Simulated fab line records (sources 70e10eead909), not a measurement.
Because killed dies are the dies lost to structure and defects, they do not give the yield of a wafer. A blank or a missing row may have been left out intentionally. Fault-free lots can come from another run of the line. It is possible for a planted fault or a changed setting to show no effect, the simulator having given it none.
Matching of chambers | flow nand harc | NHARC_A_ZERO_WELL_ETCH_19 on rie diel-10: 4 sister chambers
The step etches the open film in N2/H2, target depth 80 nm, overetch 24 nm, time 87.88 s. 4 wafers are shown with their chamber, then 12 later ones without.

== EACH WAFER AND ITS CHAMBER ==
wafer  | chamber | drypump motor current A (A)
L081.6 | 2       | 5.9
L089.1 | 0       | 5.8
L089.3 | 1       | 5.8
L089.4 | 3       | 6.0

== WAFERS MISSING THEIR CHAMBER ==
wafer  | drypump motor current A (A)
L090.2 | 5.8
L090.3 | 5.8
L090.6 | 6.1
L095.1 | 6.0
L095.4 | 5.8
L095.5 | 6.0
L096.1 | 6.0
L096.3 | 5.8
L096.4 | 5.8
L097.2 | 5.9
L097.4 | 6.1
L097.5 | 6.0

== CHAMBER TAKEN BY EACH ==
wafer  | from the rows above     | in truth
L090.2 | can't be placed: 0 or 1 | 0
L090.3 | can't be placed: 0 or 1 | 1
L090.6 | 3                       | 3
L095.1 | 3                       | 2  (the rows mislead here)
L095.4 | can't be placed: 0 or 1 | 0
L095.5 | 3                       | 3
L096.1 | 3                       | 3
L096.3 | can't be placed: 0 or 1 | 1
L096.4 | can't be placed: 0 or 1 | 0
L097.2 | 2                       | 2
L097.4 | 3                       | 3
L097.5 | 3                       | 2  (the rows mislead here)
5 of 12 placed correctly. Unplaceable from these rows: 5, with the true chamber sitting among the candidates in 5. Number placed wrongly: 2.
How it was worked out, from the rows above alone: a wafer's distance from a chamber is the root of the sum, over the readings, of the square of ((its reading less the chamber's mean) divided by the reading's scatter). If the next closest chamber is less than 2 further off than the closest, the wafer can't be placed; otherwise it belongs to the closest. Each chamber's mean is taken over the wafers shown for it. The scatter (one wafer shown for each chamber): square how far every hidden wafer sits from the nearest shown wafer, average those squares and take the square root.
